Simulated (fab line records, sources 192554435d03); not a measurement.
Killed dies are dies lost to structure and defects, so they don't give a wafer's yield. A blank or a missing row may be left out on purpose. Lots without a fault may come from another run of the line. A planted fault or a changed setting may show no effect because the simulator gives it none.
fab line records | flow n5_finfet
record lots=5 wafers=15 last_day=20
route steps=1938 shown BEOL_M0_SAQP@687 BEOL_M0_CUTY@701
lots that met no fault: from a run of the same line without faults
start_h: hours from the record's first day to the start of the lot's first wafer shown | wait_h: hours since the lot's step before | " the same as in the row above | L1.1+2: a row that stands for several wafers | - no value, or no start given | * or withheld: withheld | < > ~ a bound
route shown NAME@n: a module of which the file shows steps, and the number in the route of the first | usual: mean/standard deviation of fault-free wafers | same: alike in all rows | chamber/n: place in a boat | sites: the reading at each site | _std_site: their standard deviation | _edge_site: outer sites' mean less inner sites' | radius_mm: how far each site lies from the wafer's centre | mask NAME#n: copy n | behind: the tool/chamber that last shaped the wafer | hold: why the lot was held/for how many hours/how that ended | device: the transistor (n, p or np) that didn't switch | end of line: the same wafers' tests at the end of the route | a step without rows: its recipe alone | killed: dies lost to structure and defects at the first sort, not the wafer's yield | map: a wafer's dies, x killed, . not, _ none there
set.NAME: the setting as run; set.NAME@STEP: as run at that earlier step | model.NAME: the simulator's own value behind a step, which no gauge read
lots at some steps of the route; a table a step, a row a wafer
services: from which hour (start_h, from the record's first day; less than 0 if before it) a tool's chamber was out of use, for how many hours, and why
## steps
# step N5_BEOL_M0_SAQP_PEB_38
# recipe peb_temp_c=100 peb_time_s=60 resist=CAR-EUV
# usual chill_plate_temp_C=23.03/0.11
# columns lot.wafer tool chamber start_h wait_h chill_plate_temp_C
L076.2 litho_track-04 0 125.20 0.1 23.06
L076.3 " 0 " " 23.03
L076.6 " 0 " " 23.15
L080.2 litho_track-02 0 150.61 0.1 23.00
L080.4 " 0 " " 23.05
L080.5 " 0 " " 23.08
L088.3 litho_track-05 0 193.90 0.0 23.07
L088.4 " 0 " " 23.04
L088.5 " 0 " " 23.16
L094.1 litho_track-04 0 228.86 0.1 23.03
L094.2 " 0 " " 23.02
L094.3 " 0 " " 22.96
L096.1 litho_track-05 0 250.27 0.1 22.95
L096.5 " 0 " " 22.97
L096.6 " 0 " " 22.97
# step N5_BEOL_M0_SAQP_DEVELOP_39
# recipe develop_time_s=30 developer=TMAH resist=CAR-EUV rinse_liquid=surfactant_rinse dry=air_spin dev_temp_c=23
# usual chill_plate_temp_C=22.99/0.088
# columns lot.wafer tool chamber start_h wait_h chill_plate_temp_C
L076.2 litho_track-04 0 - - 22.91
L076.3 " 0 " " 23.08
L076.6 " 0 " " 23.07
L080.2 litho_track-02 0 - - 22.92
L080.4 " 0 " " 23.14
L080.5 " 0 " " 23.07
L088.3 litho_track-05 0 - - 23.00
L088.4 " 0 " " 23.06
L088.5 " 0 " " 23.05
L094.1 litho_track-04 0 - - 23.03
L094.2 " 0 " " 22.91
L094.3 " 0 " " 22.90
L096.1 litho_track-05 0 - - 22.90
L096.5 " 0 " " 22.95
L096.6 " 0 " " 23.02
# step N5_BEOL_M0_SAQP_CD_MEAS_40
# recipe target_cd_nm=30 landing_energy_ev=500 detector=se_inlens
# usual cd_nm=29.97/0.25
# columns lot.wafer tool chamber start_h wait_h cd_nm
L076.2 cd_sem-03 0 125.27 - 30.43
L076.3 " 0 " " 30.12
L076.6 " 0 " " 30.14
L080.2 cd_sem-01 0 150.68 - 29.88
L080.4 " 0 " " 30.13
L080.5 " 0 " " 29.99
L088.3 cd_sem-01 0 193.97 - 30.03
L088.4 " 0 " " 29.98
L088.5 " 0 " " 29.66
L094.1 cd_sem-01 0 228.93 - 29.96
L094.2 " 0 " " 29.83
L094.3 " 0 " " 29.92
L096.1 cd_sem-01 0 250.33 - 29.79
L096.5 " 0 " " 30.14
L096.6 " 0 " " 29.82
# step N5_BEOL_M0_SAQP_OVL_MEAS_41
# recipe points_per_wafer=522
# usual M0_CUT1_OVL=-0.1/0.66
# same points_per_wafer=522
# columns lot.wafer tool chamber start_h wait_h M0_CUT1_OVL[nm]
L076.2 overlay-02 0 125.30 0.0 -0.2
L076.3 " 0 " " -0.3
L076.6 " 0 " " -0.9
L080.2 overlay-02 0 150.72 0.0 0.9
L080.4 " 0 " " 1.2
L080.5 " 0 " " 0.7
L088.3 overlay-02 0 194.01 0.0 0.9
L088.4 " 0 " " 0.9
L088.5 " 0 " " 1.2
L094.1 overlay-02 0 228.96 0.0 0.2
L094.2 " 0 " " -0.7
L094.3 " 0 " " -1.0
L096.1 overlay-02 0 250.36 0.0 -1.2
L096.5 " 0 " " -2.1
L096.6 " 0 " " -0.5
# step N5_BEOL_M0_SAQP_INSPECT_42
# recipe mode=adi inspect_instrument=brightfield
# usual raw_defect_count=276/74
# columns lot.wafer tool chamber start_h wait_h raw_defect_count
L076.2 defect_inspect-01 - 125.36 0.0 212
L076.3 " - " " 264
L076.6 " - " " 170
L080.2 defect_inspect-02 - 150.77 0.0 258
L080.4 " - " " 320
L080.5 " - " " 486
L088.3 defect_inspect-02 - 194.06 0.0 327
L088.4 " - " " 293
L088.5 " - " " 279
L094.1 defect_inspect-02 - 229.02 0.1 265
L094.2 " - " " 232
L094.3 " - " " 328
L096.1 defect_inspect-02 - 250.42 0.1 259
L096.5 " - " " 168
L096.6 " - " " 179
# step N5_BEOL_M0_SAQP_DESCUM_45
# recipe chemistry=O2 time_s=7 source_power_w=50 bias_power_w=20 pressure_mtorr=20 rf_frequency_hz=2.712e+07 temp_c=40 resist=CAR-EUV o2_flow_sccm=225
# usual drypump_motor_current_A=5.7/0.44 oes_product_au=0.79/0.076 rf_fwd_power_W=49.35/0.24 rf_vpp_V=243.4/1.4 showerhead_plenum_p_Torr=2.12/0.07 throttle_valve_pct=20.50/0.2
# columns lot.wafer tool chamber start_h wait_h drypump_motor_current_A oes_product_au rf_fwd_power_W rf_hours_counter_h rf_vpp_V showerhead_plenum_p_Torr throttle_valve_pct
L076.2 rie_diel-03 3 125.39 0.0 4.9 0.76 49.40 163 242.6 2.17 20.72
L076.3 " 1 " " 6.4 0.79 49.41 138 242.5 2.13 20.65
L076.6 " 1 " " 6.4 0.78 49.68 - 242.9 2.13 20.63
L080.2 rie_diel-03 2 150.80 0.0 5.4 0.68 49.64 210 244.0 2.19 20.75
L080.4 " 3 " " 4.9 0.75 49.47 168 244.3 2.17 20.71
L080.5 " 0 " " 6.0 0.90 49.17 - 242.6 2.14 20.35
L088.3 rie_diel-03 1 194.17 0.1 6.4 0.77 49.63 156 244.8 2.12 20.67
L088.4 " 0 " " 6.0 0.87 49.30 37 243.7 2.14 20.38
L088.5 " 0 " " 6.0 0.87 49.49 - 244.3 2.14 20.37
L094.1 rie_diel-02 0 229.05 0.0 5.5 0.79 49.52 112 241.5 2.02 20.29
L094.2 " 2 " " 5.5 0.73 49.04 189 242.7 2.09 20.50
L094.3 " 1 " " 5.5 0.84 49.10 77 245.3 2.20 20.16
L096.1 rie_diel-03 1 250.47 0.0 6.4 0.75 49.70 171 243.7 2.12 20.68
L096.5 " 2 " " 5.4 0.66 49.32 - 244.3 2.18 20.81
L096.6 " 3 " " 4.9 0.73 49.54 - 244.5 2.16 20.74
# step N5_BEOL_M0_SAQP_ETCH_88
# recipe chemistry=N2/H2 target=underlayer target_depth_a=65 time_s=5.2 ion_energy_ev=200 mask_material=CAR-EUV pressure_mtorr=30 source_w=840 bias_w=150 n2_flow_sccm=200 h2_flow_sccm=200 ends=cleared
# usual drypump_motor_current_A=5.7/0.44 etch_rf_on_time_s=5.21/0.2 oes_product_au=0.67/0.057 rf_fwd_power_W=819.3/2.6 rf_vpp_V=524.5/2.6 showerhead_plenum_p_Torr=2.56/0.083 throttle_valve_pct=17.87/0.2
# columns lot.wafer tool chamber start_h wait_h drypump_motor_current_A etch_rf_on_time_s oes_product_au rf_fwd_power_W rf_hours_counter_h rf_vpp_V showerhead_plenum_p_Torr throttle_valve_pct
L076.2 rie_diel-03 3 125.43 0.0 4.9 5.19 0.64 818.7 163 526.5 2.65 18.23
L076.3 " 1 " " 6.4 5.21 0.68 817.2 138 524.8 2.54 17.71
L076.6 " 1 " " 6.5 5.24 0.67 814.7 - 524.2 2.54 17.74
L080.2 rie_diel-03 2 150.84 0.0 5.4 5.07 0.60 821.0 210 526.9 2.61 17.95
L080.4 " 3 " " 4.9 5.05 0.65 816.0 168 527.5 2.64 18.26
L080.5 " 0 " " 6.0 5.39 0.74 816.8 - 526.4 2.63 18.02
L088.3 rie_diel-03 1 194.21 0.0 6.5 5.25 0.66 819.3 156 523.3 2.53 17.75
L088.4 " 0 " " 6.0 5.48 0.70 819.6 37 525.6 2.63 18.01
L088.5 " 0 " " 6.0 5.47 0.73 822.6 - 525.5 2.63 18.05
L094.1 rie_diel-02 0 229.09 0.0 5.5 5.38 0.67 823.8 112 523.7 2.47 17.86
L094.2 " 2 " " 5.5 4.91 0.64 821.3 189 522.8 2.51 17.84
L094.3 " 1 " " 5.4 4.87 0.72 821.5 77 528.0 2.67 17.58
L096.1 rie_diel-03 1 250.50 0.0 6.4 5.21 0.64 821.6 171 523.3 2.53 17.76
L096.5 " 2 " " 5.4 5.16 0.59 816.2 - 525.3 2.60 17.97
L096.6 " 3 " " 4.9 5.10 0.64 814.5 - 527.6 2.64 18.29
# step N5_BEOL_M0_SAQP_ETCH_73
# recipe chemistry=CF4 target=SiARC target_depth_a=195 mask_material=CAR-EUV time_s=32.5 ion_energy_ev=80 pressure_mtorr=40 source_w=545 bias_w=36 Ar_flow_sccm=100 cf4_flow_sccm=100 ends=cleared
# usual drypump_motor_current_A=5.7/0.44 etch_rf_on_time_s=32.6/1.2 oes_product_au=0.67/0.057 rf_fwd_power_W=533.0/2.4 rf_vpp_V=184.2/1.2 showerhead_plenum_p_Torr=2.16/0.067 throttle_valve_pct=15.61/0.18
# columns lot.wafer tool chamber start_h wait_h drypump_motor_current_A etch_rf_on_time_s oes_product_au rf_fwd_power_W rf_hours_counter_h rf_vpp_V showerhead_plenum_p_Torr throttle_valve_pct
L076.2 rie_diel-03 3 125.44 0.0 4.9 32.0 0.65 536.9 163 185.1 2.22 15.89
L076.3 " 1 " " 6.5 32.4 0.67 533.9 138 184.3 2.16 15.66
L076.6 " 1 " " 6.5 32.6 0.67 535.2 - 183.7 2.16 15.65
L080.2 rie_diel-03 2 150.85 0.0 5.4 32.3 0.60 534.0 210 183.9 2.19 15.62
L080.4 " 3 " " 4.9 31.8 0.65 534.6 168 185.4 2.22 15.88
L080.5 " 0 " " 6.0 34.2 0.74 531.5 - 184.9 2.19 15.48
L088.3 rie_diel-03 1 194.22 0.0 6.4 32.4 0.65 537.8 156 182.5 2.15 15.69
L088.4 " 0 " " 6.0 34.2 0.73 534.6 37 185.8 2.19 15.51
L088.5 " 0 " " 6.0 33.9 0.74 532.7 - 185.2 2.19 15.52
L094.1 rie_diel-02 0 229.10 0.0 5.5 33.2 0.68 531.7 112 182.1 2.06 15.45
L094.2 " 2 " " 5.5 30.7 0.65 531.8 189 182.9 2.14 15.75
L094.3 " 1 " " 5.4 30.8 0.72 534.4 77 184.6 2.26 15.41
L096.1 rie_diel-03 1 250.52 0.0 6.5 31.9 0.65 535.7 171 183.5 2.14 15.71
L096.5 " 2 " " 5.4 32.0 0.58 532.7 - 184.2 2.18 15.66
L096.6 " 3 " " 4.9 31.3 0.64 536.0 - 186.3 2.22 15.93
# step N5_BEOL_M0_SAQP_CUT_ETCH_46
# recipe chemistry=N2/H2 target=SOC target_depth_a=1350 overetch_a=270 temp_c=40 time_s=202.5 ion_energy_ev=200 mask_material=SiARC pressure_mtorr=30 source_w=840 bias_w=150 n2_flow_sccm=200 h2_flow_sccm=200
# usual drypump_motor_current_A=5.7/0.44 rf_fwd_power_W=837.6/2.7 rf_vpp_V=524.4/2.4 showerhead_plenum_p_Torr=2.56/0.083 throttle_valve_pct=17.83/0.2
# columns lot.wafer tool chamber start_h wait_h drypump_motor_current_A rf_fwd_power_W rf_hours_counter_h rf_vpp_V showerhead_plenum_p_Torr throttle_valve_pct
L076.2 rie_diel-03 3 125.47 0.0 4.9 846.0 163 527.1 2.65 18.16
L076.3 " 1 " " 6.5 839.0 138 524.3 2.54 17.67
L076.6 " 1 " " 6.5 841.0 - 524.6 2.54 17.67
L080.2 rie_diel-03 2 150.89 0.0 5.4 837.0 210 527.3 2.61 17.86
L080.4 " 3 " " 4.9 840.9 168 526.5 2.64 18.17
L080.5 " 0 " " 6.0 835.6 - 526.6 2.63 17.98
L088.3 rie_diel-03 1 194.26 0.0 6.5 837.5 156 523.1 2.53 17.70
L088.4 " 0 " " 6.0 836.6 37 526.0 2.63 18.01
L088.5 " 0 " " 6.0 835.1 - 525.3 2.63 18.01
L094.1 rie_diel-02 0 229.14 0.0 5.5 843.2 112 520.4 2.47 17.83
L094.2 " 2 " " 5.5 835.8 190 524.5 2.51 17.79
L094.3 " 1 " " 5.4 836.6 77 525.4 2.67 17.53
L096.1 rie_diel-03 1 250.55 0.0 6.4 834.1 171 522.9 2.53 17.74
L096.5 " 2 " " 5.4 835.7 - 525.8 2.60 17.92
L096.6 " 3 " " 4.9 838.4 - 527.1 2.64 18.20
# step N5_BEOL_M0_SAQP_STRIP_74
# recipe chemistry=N2/H2 temp_c=40 n2_flow_sccm=200 h2_flow_sccm=200 rf_frequency_hz=6e+07
# columns lot.wafer tool chamber start_h wait_h
L076.2+3+6 rie_diel-03 3,1,1 125.63 0.1
L080.2+4+5 rie_diel-03 2,3,0 151.04 0.1
L088.3+4+5 rie_diel-03 1,0,0 194.41 0.1
L094.1+2+3 rie_diel-02 0,2,1 229.29 0.1
L096.1+5+6 rie_diel-03 1,2,3 250.71 0.1
# step N5_BEOL_M0_SAQP_STRIP_89
# recipe chemistry=N2/H2 temp_c=40 n2_flow_sccm=200 h2_flow_sccm=200 rf_frequency_hz=6e+07
# columns lot.wafer tool chamber start_h wait_h
L076.2+3+6 rie_diel-03 3,1,1 125.64 0.0
L080.2+4+5 rie_diel-03 2,3,0 151.05 0.0
L088.3+4+5 rie_diel-03 1,0,0 194.42 0.0
L094.1+2+3 rie_diel-02 0,2,1 229.30 0.0
L096.1+5+6 rie_diel-03 1,2,3 250.72 0.0
# step N5_BEOL_M0_SAQP_ALD_48
# recipe material=SiO2 target_thk_a=200 temp_c=100 ald_precursor_family=BDEAS ald_co_reactant=O2-plasma pulse_time_s=1 co_reactant_pulse_time_s=1 purge_time_s=2 co_reactant_purge_time_s=2 ald_cycles=139 pressure_torr=2
# usual heater_power_w=81/11 precursor_pulse_height_rel=0.997/0.021
# same pulse_time_s=1
# columns lot.wafer tool chamber start_h wait_h heater_power_w precursor_pulse_height_rel
L076.2 ald_sin-04 1 125.68 0.0 97 1.007
L076.3 " 2 " " 75 1.012
L076.6 " 3 " " 92 1.013
L080.2 ald_sin-01 3 151.19 0.1 68 1.031
L080.4 " 1 " " 73 0.998
L080.5 " 3 " " 67 0.996
L088.3 ald_sin-01 2 194.46 0.0 70 1.001
L088.4 " 1 " " 76 0.998
L088.5 " 3 " " 67 0.949
L094.1 ald_sin-04 1 229.34 0.0 98 0.978
L094.2 " 3 " " 96 1.003
L094.3 " 0 " " 85 0.984
L096.1 ald_sin-04 2 250.75 0.0 76 1.004
L096.5 " 2 " " 76 0.985
L096.6 " 1 " " 97 0.956
# step N5_BEOL_M0_SAQP_ETCH_49
# recipe chemistry=CF4/O2 target_depth_a=370 target=SiO2 pressure_mtorr=40 source_w=535 bias_w=49 Ar_flow_sccm=100 cf4_flow_sccm=100 O2_flow_sccm=10 ion_energy_ev=100
# usual drypump_motor_current_A=5.7/0.34 oes_o_777_au=0.80/0.085 oes_product_au=0.80/0.079 rf_fwd_power_W=532.8/1.9 rf_vpp_V=240/6.3 showerhead_plenum_p_Torr=2.20/0.077 throttle_valve_pct=15.83/0.19
# columns lot.wafer tool chamber start_h wait_h drypump_motor_current_A oes_o_777_au oes_product_au rf_fwd_power_W rf_hours_counter_h rf_vpp_V showerhead_plenum_p_Torr throttle_valve_pct
L076.2 rie_diel-02 0 126.20 0.3 5.5 0.83 0.83 533.4 84 232 2.14 15.62
L076.3 " 2 " " 5.6 0.78 0.75 531.7 164 232 2.21 15.91
L076.6 " 1 " " 5.4 0.85 0.87 534.4 - 246 2.34 15.60
L080.2 rie_diel-03 3 151.71 0.3 4.9 0.75 0.76 534.7 168 241 2.29 16.14
L080.4 " 0 " " 6.0 0.86 0.90 527.5 26 247 2.26 15.72
L080.5 " 3 " " 4.9 0.76 0.75 535.7 - 243 2.29 16.11
L088.3 rie_diel-02 0 194.98 0.3 5.5 0.81 0.81 528.8 103 233 2.13 15.65
L088.4 " 3 " " 5.6 0.70 0.74 532.8 200 238 2.08 15.97
L088.5 " 2 " " 5.5 0.77 0.75 531.4 - 233 2.21 15.94
L094.1 rie_diel-02 2 229.86 0.3 5.5 0.76 0.74 531.6 190 232 2.20 15.97
L094.2 " 3 " " 5.7 0.69 0.73 535.2 209 237 2.08 16.01
L094.3 " 1 " " 5.4 0.81 0.83 534.0 77 244 2.33 15.65
L096.1 rie_diel-02 1 251.37 0.4 5.4 0.81 0.82 533.6 84 244 2.32 15.67
L096.5 " 0 " " 5.5 0.80 0.80 529.8 - 233 2.12 15.69
L096.6 " 1 " " 5.4 0.81 0.84 533.3 - 246 2.32 15.68
# step N5_BEOL_M0_SAQP_STRIP_75
# recipe chemistry=CF4 resist=SiARC power_w=300 bias_power_w=75 pressure_mtorr=50 cf4_flow_sccm=150 rf_frequency_hz=6e+07
# usual drypump_motor_current_A=5.7/0.34 oes_product_au=0.184/0.017 rf_fwd_power_W=293.5/1.3 rf_vpp_V=271.0/1.5 showerhead_plenum_p_Torr=1.79/0.061 throttle_valve_pct=13.57/0.21
# columns lot.wafer tool chamber start_h wait_h drypump_motor_current_A oes_product_au rf_fwd_power_W rf_hours_counter_h rf_vpp_V showerhead_plenum_p_Torr throttle_valve_pct
L076.2 rie_diel-02 0 126.30 0.1 5.5 0.192 293.4 84 269.5 1.74 13.36
L076.3 " 2 " " 5.5 0.175 292.7 164 271.1 1.80 13.68
L076.6 " 1 " " 5.4 0.197 292.9 - 272.3 1.90 13.33
L080.2 rie_diel-03 3 151.81 0.1 4.9 0.182 294.9 168 273.4 1.86 13.87
L080.4 " 0 " " 6.0 0.208 292.3 26 273.5 1.85 13.45
L080.5 " 3 " " 4.9 0.171 296.0 - 273.5 1.86 13.86
L088.3 rie_diel-02 0 195.08 0.1 5.5 0.183 292.2 103 268.4 1.73 13.39
L088.4 " 3 " " 5.7 0.176 294.1 200 269.5 1.70 13.76
L088.5 " 2 " " 5.5 0.174 291.9 - 271.7 1.80 13.73
L094.1 rie_diel-02 2 229.96 0.1 5.5 0.170 292.3 190 271.0 1.80 13.74
L094.2 " 3 " " 5.7 0.170 295.2 209 269.2 1.70 13.79
L094.3 " 1 " " 5.4 0.190 291.6 77 273.1 1.90 13.41
L096.1 rie_diel-02 1 251.47 0.1 5.4 0.187 292.5 84 273.0 1.89 13.41
L096.5 " 0 " " 5.5 0.187 292.9 - 269.3 1.73 13.43
L096.6 " 1 " " 5.4 0.185 293.2 - 272.2 1.89 13.40
# step N5_BEOL_M0_CUTY_COAT_50
# recipe resist=SiARC temp_c=220 time_s=60 spin_rpm=1500 resist_thk_nm=15
# usual chill_plate_temp_C=22.97/0.098
# columns lot.wafer tool chamber start_h wait_h chill_plate_temp_C
L076.2 litho_track-05 0 126.35 0.0 22.98
L076.3 " 0 " " 22.95
L076.6 " 0 " " 22.96
L080.2 litho_track-03 0 151.86 0.0 22.88
L080.4 " 0 " " 22.85
L080.5 " 0 " " 23.03
L088.3 litho_track-01 0 195.13 0.0 23.07
L088.4 " 0 " " 23.14
L088.5 " 0 " " 22.94
L094.1 litho_track-01 0 230.01 0.0 22.87
L094.2 " 0 " " 22.92
L094.3 " 0 " " 22.82
L096.1 litho_track-03 0 251.51 0.0 22.89
L096.5 " 0 " " 22.92
L096.6 " 0 " " 23.02
# step N5_BEOL_M0_CUTY_COAT_51
# recipe resist=CAR-ArF-block spin_rpm=1500 resist_thk_nm=150
# usual chill_plate_temp_C=23.00/0.12
# columns lot.wafer tool chamber start_h wait_h chill_plate_temp_C
L076.2 litho_track-05 0 - - 23.15
L076.3 " 0 " " 23.12
L076.6 " 0 " " 23.13
L080.2 litho_track-03 0 - - 23.08
L080.4 " 0 " " 22.94
L080.5 " 0 " " 22.91
L088.3 litho_track-01 0 - - 23.11
L088.4 " 0 " " 23.07
L088.5 " 0 " " 23.02
L094.1 litho_track-01 0 - - 22.74
L094.2 " 0 " " 22.98
L094.3 " 0 " " 23.04
L096.1 litho_track-03 0 - - 22.89
L096.5 " 0 " " 22.97
L096.6 " 0 " " 23.11
# step N5_BEOL_M0_CUTY_EBR_52
# recipe solvent=PGMEA ebr_width_mm=1.5
# usual chill_plate_temp_C=22.99/0.1
# same ebr_width_mm=1.5
# columns lot.wafer tool chamber start_h wait_h chill_plate_temp_C
L076.2 litho_track-05 0 - - 23.09
L076.3 " 0 " " 23.04
L076.6 " 0 " " 23.05
L080.2 litho_track-03 0 - - 22.74
L080.4 " 0 " " 22.93
L080.5 " 0 " " 22.88
L088.3 litho_track-01 0 - - 22.95
L088.4 " 0 " " 22.91
L088.5 " 0 " " 22.89
L094.1 litho_track-01 0 - - 22.99
L094.2 " 0 " " 23.23
L094.3 " 0 " " 22.98
L096.1 litho_track-03 0 - - 22.98
L096.5 " 0 " " 22.97
L096.6 " 0 " " 22.94
# step N5_BEOL_M0_CUTY_SOFTBAKE_53
# recipe temp_c=110 time_s=60 resist=CAR-ArF-block
# usual chill_plate_temp_C=22.99/0.12
# columns lot.wafer tool chamber start_h wait_h chill_plate_temp_C
L076.2 litho_track-05 0 - - 22.97
L076.3 " 0 " " 23.15
L076.6 " 0 " " 23.15
L080.2 litho_track-03 0 - - 23.17
L080.4 " 0 " " 23.00
L080.5 " 0 " " 23.24
L088.3 litho_track-01 0 - - 22.89
L088.4 " 0 " " 23.04
L088.5 " 0 " " 23.04
L094.1 litho_track-01 0 - - 22.87
L094.2 " 0 " " 22.93
L094.3 " 0 " " 22.80
L096.1 litho_track-03 0 - - 22.90
L096.5 " 0 " " 22.96
L096.6 " 0 " " 23.00
# step N5_BEOL_M0_CUTY_EXPOSE_54
# recipe mask_id=M0_ABLK na=1.35 source_shape=conventional sigma_outer=0.8 polarization=unpolarized dose_mj=36
# usual exposure_dose_mJ_cm2=35.97/0.032
# same sigma_outer=0.8
# columns lot.wafer tool chamber start_h wait_h mask exposure_dose_mJ_cm2
L076.2 arfi_scanner-03 0 126.58 - M0_ABLK#0 35.97
L076.3 " 0 " " M0_ABLK#0 36.00
L076.6 " 0 " " M0_ABLK#0 35.98
L080.2 arfi_scanner-02 0 151.97 - M0_ABLK#0 35.99
L080.4 " 0 " " M0_ABLK#0 35.98
L080.5 " 0 " " M0_ABLK#0 36.00
L088.3 arfi_scanner-03 0 195.24 - M0_ABLK#0 35.96
L088.4 " 0 " " M0_ABLK#0 35.95
L088.5 " 0 " " M0_ABLK#0 35.90
L094.1 arfi_scanner-01 0 230.23 - M0_ABLK#0 35.99
L094.2 " 0 " " M0_ABLK#0 35.95
L094.3 " 0 " " M0_ABLK#0 35.99
L096.1 arfi_scanner-03 0 251.73 - M0_ABLK#0 35.97
L096.5 " 0 " " M0_ABLK#0 35.98
L096.6 " 0 " " M0_ABLK#0 35.97
# step N5_BEOL_M0_CUTY_PEB_55
# recipe peb_temp_c=110 peb_time_s=60 resist=CAR-ArF-block
# usual chill_plate_temp_C=22.99/0.091
# columns lot.wafer tool chamber start_h wait_h chill_plate_temp_C
L076.2 litho_track-05 0 126.63 0.0 22.91
L076.3 " 0 " " 22.84
L076.6 " 0 " " 22.81
L080.2 litho_track-01 0 152.02 0.0 22.96
L080.4 " 0 " " 23.04
L080.5 " 0 " " 22.97
L088.3 litho_track-01 0 195.28 0.0 22.98
L088.4 " 0 " " 23.16
L088.5 " 0 " " 23.08
L094.1 litho_track-05 0 230.29 0.1 22.92
L094.2 " 0 " " 22.95
L094.3 " 0 " " 22.87
L096.1 litho_track-03 0 251.79 0.1 22.93
L096.5 " 0 " " 22.99
L096.6 " 0 " " 23.02
# step N5_BEOL_M0_CUTY_DEVELOP_56
# recipe develop_time_s=30 developer=TMAH resist=CAR-ArF-block rinse_liquid=diw dry=air_spin dev_temp_c=23
# usual chill_plate_temp_C=23.02/0.11
# columns lot.wafer tool chamber start_h wait_h chill_plate_temp_C
L076.2 litho_track-05 0 - - 22.94
L076.3 " 0 " " 23.05
L076.6 " 0 " " 23.15
L080.2 litho_track-01 0 - - 23.10
L080.4 " 0 " " 23.06
L080.5 " 0 " " 23.04
L088.3 litho_track-01 0 - - 23.22
L088.4 " 0 " " 23.11
L088.5 " 0 " " 23.06
L094.1 litho_track-05 0 - - 23.08
L094.2 " 0 " " 22.99
L094.3 " 0 " " 23.19
L096.1 litho_track-03 0 - - 23.03
L096.5 " 0 " " 22.98
L096.6 " 0 " " 22.99
# step N5_BEOL_M0_CUTY_CD_MEAS_57
# recipe target_cd_nm=200 landing_energy_ev=500 detector=se_inlens polarity=line
# usual cd_nm=200.7/1.5
# columns lot.wafer tool chamber start_h wait_h cd_nm
L076.2 cd_sem-02 0 126.69 - 200.9
L076.3 " 0 " " 202.6
L076.6 " 0 " " 202.2
L080.2 cd_sem-03 0 152.09 - 201.3
L080.4 " 0 " " 200.8
L080.5 " 0 " " 201.0
L088.3 cd_sem-02 0 195.35 - 199.1
L088.4 " 0 " " 199.0
L088.5 " 0 " " 199.7
L094.1 cd_sem-03 0 230.35 - 202.3
L094.2 " 0 " " 200.4
L094.3 " 0 " " 201.9
L096.1 cd_sem-03 0 251.86 - 199.5
L096.5 " 0 " " 198.9
L096.6 " 0 " " 199.7
# step N5_BEOL_M0_CUTY_OVL_MEAS_58
# recipe points_per_wafer=44
# usual M0_ABLK_OVL=0.0/0.75
# same points_per_wafer=44
# columns lot.wafer tool chamber start_h wait_h M0_ABLK_OVL[nm]
L076.2 overlay-02 0 126.72 0.0 0.0
L076.3 " 0 " " 0.3
L076.6 " 0 " " 0.6
L080.2 overlay-02 0 152.11 0.0 -0.2
L080.4 " 0 " " -0.2
L080.5 " 0 " " 0.5
L088.3 overlay-02 0 195.38 0.0 -0.3
L088.4 " 0 " " -0.1
L088.5 " 0 " " 0.3
L094.1 overlay-02 0 230.38 0.0 -0.2
L094.2 " 0 " " -0.7
L094.3 " 0 " " -0.8
L096.1 overlay-02 0 251.89 0.0 1.1
L096.5 " 0 " " 1.0
L096.6 " 0 " " 1.4
# step N5_BEOL_M0_CUTY_INSPECT_59
# recipe mode=adi inspect_instrument=macro
# usual raw_defect_count=1.9/1.3
# columns lot.wafer tool chamber start_h wait_h raw_defect_count
L076.2 defect_inspect-01 - 126.75 0.0 1
L076.3 " - " " 6
L076.6 " - " " 2
L080.2 defect_inspect-02 - 152.14 0.0 2
L080.4 " - " " 4
L080.5 " - " " 1
L088.3 defect_inspect-02 - 195.40 0.0 2
L088.4 " - " " 3
L088.5 " - " " 4
L094.1 defect_inspect-02 - 230.41 0.0 2
L094.2 " - " " 1
L094.3 " - " " 0
L096.1 defect_inspect-02 - 251.91 0.0 1
L096.5 " - " " 0
L096.6 " - " " 0
# step N5_BEOL_M0_CUTY_DESCUM_61
# recipe chemistry=O2 time_s=7.9 source_power_w=50 bias_power_w=20 pressure_mtorr=20 rf_frequency_hz=2.712e+07 temp_c=40 resist=CAR-ArF-block o2_flow_sccm=225
# usual drypump_motor_current_A=5.7/0.4 oes_product_au=0.76/0.065 rf_fwd_power_W=49.29/0.23 rf_vpp_V=243.0/1.3 showerhead_plenum_p_Torr=2.08/0.073 throttle_valve_pct=20.47/0.24
# columns lot.wafer tool chamber start_h wait_h drypump_motor_current_A oes_product_au rf_fwd_power_W rf_hours_counter_h rf_vpp_V showerhead_plenum_p_Torr throttle_valve_pct
L076.2 rie_diel-01 1 126.78 0.0 5.8 0.82 49.25 93 246.0 2.20 20.11
L076.3 " 2 " " 5.1 0.72 49.52 190 241.9 2.07 20.54
L076.6 " 1 " " 5.8 0.83 49.30 - 245.9 2.20 20.12
L080.2 rie_diel-05 2 152.37 0.2 5.3 0.70 49.45 208 243.9 2.14 20.33
L080.4 " 0 " " 5.1 0.75 49.78 177 242.6 1.97 20.06
L080.5 " 2 " " 5.2 0.71 49.32 - 244.9 2.14 20.34
L088.3 rie_diel-04 0 195.44 0.0 5.8 0.78 49.16 134 243.4 2.13 20.19
L088.4 " 3 " " 5.5 0.76 49.38 150 241.9 2.03 20.62
L088.5 " 2 " " 5.6 0.90 49.14 - 243.8 2.11 20.42
L094.1 rie_diel-04 1 230.44 0.0 6.1 0.72 49.22 191 241.9 1.99 20.63
L094.2 " 2 " " 5.6 0.89 49.24 43 244.5 2.11 20.43
L094.3 " 3 " " 5.5 0.75 49.56 160 241.9 2.03 20.63
L096.1 rie_diel-04 1 251.95 0.0 6.2 0.71 49.40 200 242.0 1.99 20.65
L096.5 " 3 " " 5.5 0.75 49.20 - 242.8 2.03 20.64
L096.6 " 2 " " 5.6 0.87 49.10 - 244.2 2.10 20.45
## services
# columns tool chamber start_h hours kind
ald_sin-04 2 102.73 16.2 repair
rie_diel-02 2 105.66 4.1 repair
rie_diel-02 0 109.46 16.2 repair
rie_diel-02 3 114.40 6.5 repair
rie_diel-03 1 114.46 10.7 repair
arfi_scanner-01 - 116.87 1.0 pm
arfi_scanner-02 - 118.79 0.4 repair
arfi_scanner-02 - 120.42 4.9 pm
arfi_scanner-03 - 124.77 0.8 pm
arfi_scanner-03 - 135.97 1.0 pm
rie_diel-03 3 139.89 3.5 repair
arfi_scanner-01 - 153.05 1.0 pm
arfi_scanner-02 - 161.56 7.2 repair
rie_diel-02 2 162.48 6.6 repair
rie_diel-01 2 171.91 16.9 repair
arfi_scanner-01 - 176.34 1.3 repair
ald_sin-01 - 176.75 14.0 pm
rie_diel-04 2 196.85 3.7 repair
rie_diel-03 3 200.07 23.7 repair
arfi_scanner-03 - 206.81 3.4 repair
arfi_scanner-03 - 220.35 1.3 pm
rie_diel-03 2 220.43 3.6 repair
rie_diel-02 3 230.01 2.4 repair
arfi_scanner-03 - 243.61 3.9 pm
## key
fault none
